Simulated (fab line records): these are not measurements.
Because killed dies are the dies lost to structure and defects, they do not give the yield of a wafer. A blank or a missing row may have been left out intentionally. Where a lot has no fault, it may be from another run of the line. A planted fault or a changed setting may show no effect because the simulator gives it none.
Comparing a struck lot with a sound one -- flow n5-finfet -- 15 steps out of a route of 1938
Sound: wafers L853.1, L853.2, L853.4. Struck: wafer L865.4. (L865.5, L865.6 of the same lot were not struck and are left out.) The cause comes at the end.
For every step that has rows: the tool of each side, followed by ch and its chambers, followed by its first start. Under that, the readings that differ: sound wafers -- struck wafers -- difference of the means -- sigmas: that difference in standard deviations of wafers without a fault.
alike: readings whose means differ by less than 2 such deviations, and words and numbers that are the same on both sides. not compared: withheld readings, readings that some wafer has no value for, bounds like >300 that may hide the same value, and numbers for which the record gives no deviation and whose values overlap.
The two part at a step that has a row with sigmas, a row that says differs or no value, or rows on one side only. Non-overlapping numbers with no deviation appear without sigmas and do not part them. A reading that every wafer of one side lacks parts them only if that side has two wafers or more.

first, 5 steps without rows for these wafers: N5_BEOL_M10_EBR_24; N5_BEOL_M10_SOFTBAKE_23 (time 60 s); N5_BEOL_M10_EXPOSE_25 (exposes mask V9); N5_BEOL_M10_PEB_26 (peb time 60 s); N5_BEOL_M10_DEVELOP_27 (develop time 30 s).
N5_BEOL_M10_CD_MEAS_28: target cd 70 nm.
  sound on cd-sem-02 ch 0, day 11 17:37; struck on cd-sem-03 ch 0, day 14 14:11
  alike: cd-nm
N5_BEOL_M10_OVL_MEAS_29:
  sound on overlay-02 ch 0, day 11 17:39; struck on overlay-01 ch 0, day 14 14:13
  alike: V9_OVL
N5_BEOL_M10_INSPECT_30: inspects for defects (brightfield).
  sound on defect-inspect-02, day 11 17:40; struck on defect-inspect-02, day 14 14:14
  alike: raw-defect-count
N5_BEOL_M10_DESCUM_33: chemistry O2, time 7.9 s.
  sound on rie-diel-03 ch 0,1,2, day 11 17:54; struck on rie-diel-02 ch 0, day 14 14:17
reading,sound,struck,difference,sigmas
drypump-motor-current-A (A),5.2 5.4 5.5,6.2,+0.8,+2
  alike: oes-product-au, rf-vpp-V, showerhead-plenum-p-Torr, throttle-valve-pct
  not compared: rf-hours-counter-h
N5_BEOL_M10_ETCH_65: etches SiARC in CF4, target depth 39 nm, time 65 s.
  sound on rie-diel-03 ch 0,1,2, day 11 17:56; struck on rie-diel-02 ch 0, day 14 14:20
reading,sound,struck,difference,sigmas
drypump-motor-current-A (A),5.2 5.5 5.5,6.3,+0.9,+2
  alike: bias-w, etch-rf-on-time-s, oes-product-au, rf-vpp-V, showerhead-plenum-p-Torr, throttle-valve-pct
  not compared: rf-hours-counter-h
N5_BEOL_M10_ETCH_66: etches SOC in N2/H2, target depth 120 nm, overetch 24 nm, time 180 s.
  sound on rie-diel-03 ch 0,1,2, day 11 17:59; struck on rie-diel-02 ch 0, day 14 14:25
reading,sound,struck,difference,sigmas
drypump-motor-current-A (A),5.2 5.5 5.5,6.3,+0.9,+2
  alike: bias-w, oes-product-au, rf-vpp-V, showerhead-plenum-p-Torr, throttle-valve-pct
  not compared: rf-hours-counter-h
then, 1 step without rows for these wafers: N5_BEOL_M10_STRIP_69 (strips in N2/H2).
N5_BEOL_M10_VIA_ETCH_34: etches SiCOH lowk in C4F6/O2, target depth 184.5 nm, time 69.2 s.
  sound on rie-diel-03 ch 0,1,2, day 11 18:07; struck on rie-diel-02 ch 0, day 14 14:30
reading,sound,struck,difference,sigmas
bias-w (W),184.6 186.3 184.6,153.0,-32.2,-67
drypump-motor-current-A (A),5.2 5.5 5.4,6.3,+0.9,+2
rf-vpp-V (V),649 688 717,577,-108,-6
model.etch.depth-nm (nm),187.2 181.7 183.2,181.1,-2.9,
  alike: oes-product-au, showerhead-plenum-p-Torr, throttle-valve-pct
  not compared: rf-hours-counter-h
then, 2 steps without rows for these wafers: N5_BEOL_M10_STRIP_73 (strips in C4F6/O2); N5_PASSIVATION_PROBE_49.

WHERE THEY PART
First at N5_BEOL_M10_DESCUM_33; last, within this record, at N5_BEOL_M10_VIA_ETCH_34.

WHY: whatever the simulator had introduced
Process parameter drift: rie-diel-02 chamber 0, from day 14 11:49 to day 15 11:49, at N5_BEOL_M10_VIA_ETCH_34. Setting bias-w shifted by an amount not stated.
